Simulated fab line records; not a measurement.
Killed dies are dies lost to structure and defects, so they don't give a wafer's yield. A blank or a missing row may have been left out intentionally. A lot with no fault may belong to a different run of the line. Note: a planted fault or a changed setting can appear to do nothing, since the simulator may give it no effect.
Comparing a struck lot with a sound one / flow n5_finfet / 36 out of 1938 route steps
Sound: the wafers L866.1, L866.5, L866.6. Struck: wafer L874.1; the same lot's L874.6 was not struck, so it is left out; see the end for the cause.
Order at every step that has rows: each side's tool, ch and its chambers, its first start. Under that, the readings that differ: sound wafers / struck wafers / difference of the means / sigmas: that difference in standard deviations of wafers without a fault.
alike: words and numbers the same on both sides, and readings whose means are apart by under 2 such deviations; not compared: readings that were withheld, readings missing a value for some wafer, numbers with overlapping values and no deviation given by the record, and bounds like >300 which may hide the same value.
Wherever a step has rows on one side only, a row that says differs or no value, or a row with sigmas, the two part there. Non-overlapping numbers with no deviation appear without sigmas and do not part them. A reading missing from all wafers of one side parts the sides only when that side holds two or more wafers.

first, 9 steps without rows for these wafers: N5_MOL_CONTACT_COAG_COAT_02 (resist thk 30 nm); N5_MOL_CONTACT_COAG_EBR_04; N5_MOL_CONTACT_COAG_SOFTBAKE_03 (time 60 s); N5_MOL_CONTACT_COAG_EXPOSE_05 (exposes mask CA, defocus 0 nm); N5_MOL_CONTACT_COAG_PEB_06 (peb time 60 s); N5_MOL_CONTACT_COAG_DEVELOP_07 (develop time 30 s); N5_MOL_CONTACT_COAG_DESCUM_13 (chemistry O2, time 7 s); N5_MOL_CONTACT_COAG_ETCH_59 (etches underlayer in N2/H2, target depth 13 nm, time 10.4 s); N5_MOL_CONTACT_COAG_ETCH_105 (etches SiARC in CF4, target depth 15.6 nm, time 26 s).
N5_MOL_CONTACT_COAG_ETCH_106: etches SOC in N2/H2, target depth 80 nm, overetch 16 nm, time 120 s.
  sound on rie_diel-04 ch 0,1,2, day 7 17:10; struck on rie_diel-04 ch 0, day 9 20:32
reading=model.etch.depth_nm (nm); sound=80.01 80.02 80.24; struck=72.62; difference=-7.47; sigmas=
reading=model.SiARC_of_MOL_CONTACT_COAG_COAT_104.thk_nm (nm); sound=6.4 6.4 6.6; struck=7.8; difference=+1.3; sigmas=
  alike: drypump_motor_current_A, oes_product_au, rf_vpp_V, showerhead_plenum_p_Torr, temp_c, throttle_valve_pct
  not compared: rf_hours_counter_h, model.MOL_CONTACT_COAG.cd_offset_nm
then, 5 steps without rows for these wafers: N5_MOL_CONTACT_COAG_STRIP_107 (strips in N2/H2); N5_MOL_CONTACT_COAG_STRIP_108 (strips in N2/H2); N5_MOL_CONTACT_COAG_CONTACT_ETCH_14 (etches SiO2 in C4F6/O2, target depth 27.5 nm, overetch 8.5 nm, time 20 s); N5_MOL_CONTACT_COAG_STRIP_109 (strips in C4F6/O2); N5_MOL_CONTACT_COAG_ETCH_15 (etches SiNx in CH3F/O2, stops on Si:P, target depth 7 nm).
N5_MOL_CONTACT_COAG_ETCH_110: etches Si in CF4/O2, target depth 2.5 nm, time 8 s.
  sound on rie_diel-04 ch 0,1,2, day 7 17:22; struck on rie_diel-04 ch 0, day 9 20:43
  alike: drypump_motor_current_A, oes_product_au, rf_vpp_V, showerhead_plenum_p_Torr, throttle_valve_pct
  not compared: rf_hours_counter_h, model.MOL_CONTACT_COAG.cd_offset_nm
then, 19 steps without rows for these wafers: N5_MOL_CONTACT_COAG_STRIP_98 (strips in N2/H2); N5_MOL_CONTACT_COAG_IMPLANT_129; N5_MOL_CONTACT_COAG_PRECLEAN_111 (cleans in NF3:NH3, afs cycles 1, time 20 s, sublimation time 60 s); N5_MOL_CONTACT_COAG_TI_SIL_19 (material Ti, target thk 4.2 nm, time 15 s); N5_MOL_CONTACT_COAG_ALD_20 (deposits TiN, target thk 1.5 nm, pulse time 1 s, purge time 3 s); N5_MOL_CONTACT_COAG_SIL_ANNEAL_21 (time 60 s); N5_MOL_CONTACT_COAG_PRE_CLEAN_141 (time 60 s); N5_MOL_CONTACT_COAG_SPUTTER_143 (material Co, target thk 2.5 nm); N5_MOL_CONTACT_COAG_CO_FILL_22 (material Co, precursor CCTBA/H2, target thk 20 nm); N5_MOL_CONTACT_COAG_ANNEAL_113 (time 300 s); N5_MOL_CONTACT_COAG_PRE_CLEAN_142 (time 60 s); N5_MOL_CONTACT_COAG_SPUTTER_130 (material Co, target thk 47.5 nm); N5_MOL_CONTACT_COAG_PRECLEAN_125 (cleans in DIW, time 57.5 s); N5_MOL_CONTACT_COAG_SRD_126 (dry time 32 s); N5_MOL_CONTACT_COAG_CMP_23 (polishes, stops on SiO2, t overpolish 1.5 s, target thk 0 nm); N5_MOL_CONTACT_COAG_WET_ETCH_26 (target Co, target depth 13 nm); N5_MOL_CONTACT_COAG_WET_ETCH_116 (etches the open film in SC1-inhibited, target depth 4.6 nm, rinse time 30 s); N5_MOL_CONTACT_COAG_ALD_27 (deposits SiOC, target thk 17 nm, pulse time 1.5 s, time 2720 s); N5_MOL_CONTACT_COAG_CMP_28 (polishes, stops on SiNx, t overpolish 0.85 s, target thk 14.522 nm).
-- here the record skips 9 days between the struck wafers' starts before and after, leaving off in module MOL_CONTACT_COAG and picking up in module PASSIVATION (first step shown: number 1936 of the route) --
N5_PASSIVATION_PROBE_49:
  the record has rows for the struck wafers here (prober-02, day 19 02:46) and none for the sound ones

WHERE THEY PART
Only at N5_PASSIVATION_PROBE_49, as far as this record shows.

WHY: whatever the simulator had introduced
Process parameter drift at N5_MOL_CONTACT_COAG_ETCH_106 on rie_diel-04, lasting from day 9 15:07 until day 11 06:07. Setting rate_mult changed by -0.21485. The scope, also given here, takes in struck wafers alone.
